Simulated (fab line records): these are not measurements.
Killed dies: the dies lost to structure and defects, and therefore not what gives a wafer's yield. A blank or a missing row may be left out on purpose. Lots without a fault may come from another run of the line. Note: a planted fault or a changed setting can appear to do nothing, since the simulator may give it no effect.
A struck lot beside a sound one :: flow nandHarc :: 14 steps out of a route of 1302
Sound: wafers L713.2, L713.4, L713.6. Wafers struck: L729.1, L729.2, L729.4. Last of all comes the cause.
Order at every step that has rows: each side's tool, ch and its chambers, its first start. Under that, the readings that differ: sound wafers :: struck wafers :: difference of the means :: sigmas: that difference in standard deviations of wafers without a fault.
alike: words and numbers the same on both sides, and readings whose means are apart by under 2 such deviations; not compared: readings that were withheld, readings missing a value for some wafer, numbers with overlapping values and no deviation given by the record, and bounds like >300 which may hide the same value.
The two part at a step that has a row with sigmas, a row that says differs or no value, or rows on one side only. When numbers do not overlap yet have no deviation, they are printed without sigmas and do not part them. A reading missing from all wafers of one side parts the sides only when that side holds two or more wafers.

NHARC_P_GATE_RTA_82: time 30 s.
  sound on rtpAnneal-02 ch 0, day 6 10:13; struck on rtpAnneal-02 ch 0, day 13 01:20
  alike: lampPowerPct, lamp_zone_6_pct, wafer_temp_C_max
NHARC_P_GATE_INSPECT_68:
  sound on defectInspect-01, day 6 10:23; struck on defectInspect-01, day 13 01:32
  alike: rawDefectCount
NHARC_P_CONTACT_DEP_30: deposits SiNx, target thk 30 nm.
  sound on pecvd-02 ch 0,2, day 6 10:45; struck on pecvd-04 ch 0,1,2, day 13 01:35
  alike: heaterPowerW
NHARC_P_CONTACT_DEP_00: deposits SiO2, target thk 500 nm.
  sound: pecvd-02 ch 0,2; struck: pecvd-04 ch 0,1,2
  alike: heaterPowerW, throttleValvePct
NHARC_P_CONTACT_CMP_01: polishes SiO2, target thk 200 nm.
  sound on cmp-02 ch 1,2,3, day 6 11:25; struck on cmp-01 ch 0,2,3, day 13 02:20
  alike: motorCurrentA, slurryFlowMlMin
then, 6 steps without rows for these wafers: NHARC_P_CONTACT_SRD_03; NHARC_P_CONTACT_DEHYDRATE_04 (time 120 s); NHARC_P_CONTACT_HMDS_05 (time 30 s); NHARC_P_CONTACT_COAT_33 (time 75 s); NHARC_P_CONTACT_COAT_34 (time 65 s); NHARC_P_CONTACT_COAT_06 (resist thk 90 nm).
NHARC_P_CONTACT_SOFTBAKE_07: time 55 s.
  sound on lithoTrack-06 ch 0, day 6 11:00; struck on lithoTrack-06 ch 0, day 13 02:00
reading: heaterPowerTotalW (W)
sound: 188.47 188.41 188.34
struck: 222.53 222.44 222.57
difference: +34.11
sigmas: +99 or more

reading: plateTempC (C)
sound: 105.19 104.99 105.33
struck: - - -
difference: no value on the struck wafers
sigmas: 
  alike: resistLineTempC
then, 2 steps without rows for these wafers: NHARC_P_CONTACT_EBR_08; NHARC_END_SORT_01.

## WHERE THEY PART
Within this record, at NHARC_P_CONTACT_SOFTBAKE_07 only.

WHY: what had been put in by the simulator
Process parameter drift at NHARC_P_CONTACT_SOFTBAKE_07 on lithoTrack-06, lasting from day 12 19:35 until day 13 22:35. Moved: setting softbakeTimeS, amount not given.
